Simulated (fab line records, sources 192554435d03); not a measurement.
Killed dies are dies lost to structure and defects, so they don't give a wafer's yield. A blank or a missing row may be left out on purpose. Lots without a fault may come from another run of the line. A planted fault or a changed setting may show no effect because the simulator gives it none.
Which tool did it? | flow n5_finfet | 11 lots, 33 wafers sampled, at 2 steps of a route of 1938

WHAT THE GAUGES READ, wafer by wafer
N5_SD_EPI_P_INSPECT_26: inspects for defects (darkfield).
lot  | measured    | on                | raw_defect_count
L468 | day 3 11:08 | defect_inspect-02 | 231 246 172
L469 | day 3 17:57 | defect_inspect-01 | 157 146 171
L471 | day 4 07:47 | defect_inspect-02 | 226 178 127
L477 | day 5 20:28 | defect_inspect-01 | 170 1549 212
L478 | day 5 22:23 | defect_inspect-01 | 169 194 219
L484 | day 7 07:25 | defect_inspect-01 | 253 161 185
L486 | day 8 00:01 | defect_inspect-02 | 158 154 187
L488 | day 8 10:38 | defect_inspect-02 | 264 297 222
L489 | day 8 21:34 | defect_inspect-01 | 303 238 272
L491 | day 9 04:36 | defect_inspect-01 | 147 136 142
L490 | day 9 05:32 | defect_inspect-01 | 185 167 201

WHICH TOOL RAN EACH LOT (tool, then ch and the chambers of the sampled wafers, then the start)
lot  | N5_SD_EPI_P_PRECLEAN_33
L468 | wet_bench-03 ch 0,3,7, day 3 11:05
L469 | wet_bench-06 ch 1,4,7, day 3 17:54
L471 | wet_bench-03 ch 4,5,6, day 4 07:44
L477 | wet_bench-03 ch 1,3,7, day 5 20:24
L478 | wet_bench-06 ch 2,3,4, day 5 22:20
L484 | wet_bench-04 ch 1,4,6, day 7 07:21
L486 | wet_bench-06 ch 0,2,4, day 7 23:57
L488 | wet_bench-04 ch 1,2,6, day 8 10:35
L489 | wet_bench-04 ch 2,5,6, day 8 21:30
L491 | wet_bench-06 ch 2,3,7, day 9 04:32
L490 | wet_bench-03 ch 2,3,6, day 9 05:29
- N5_SD_EPI_P_PRECLEAN_33: cleans in SC2, time 45 s.

THE ANSWER, worked out from the rows above alone
Rule: what is usual is taken from the lots themselves. Put in order of their means at a reading, lots are off if they are a third of the lots or fewer, leave a main group of 4 or more, and stand apart from it by a gap of 3 or more times the standard deviation of the main group's means; of several such gaps the widest counts. A main group whose means are all the same, to the digits that the tables above print for the reading, isn't used. A lot without any number at a reading at which 4 lots or more have one is off too. The other lots that the step has rows for count as sound.
Off: L477, at N5_SD_EPI_P_INSPECT_26 (raw_defect_count). The main group: mean 197, standard deviation 40.
A tool fits if, at a process step before that reading, it ran every lot that is off, and no sound lot after the first of them. The gauges at N5_SD_EPI_P_INSPECT_26 are tried like those tools. None of those tried fits.

WHAT THE SIMULATOR HAD PUT IN
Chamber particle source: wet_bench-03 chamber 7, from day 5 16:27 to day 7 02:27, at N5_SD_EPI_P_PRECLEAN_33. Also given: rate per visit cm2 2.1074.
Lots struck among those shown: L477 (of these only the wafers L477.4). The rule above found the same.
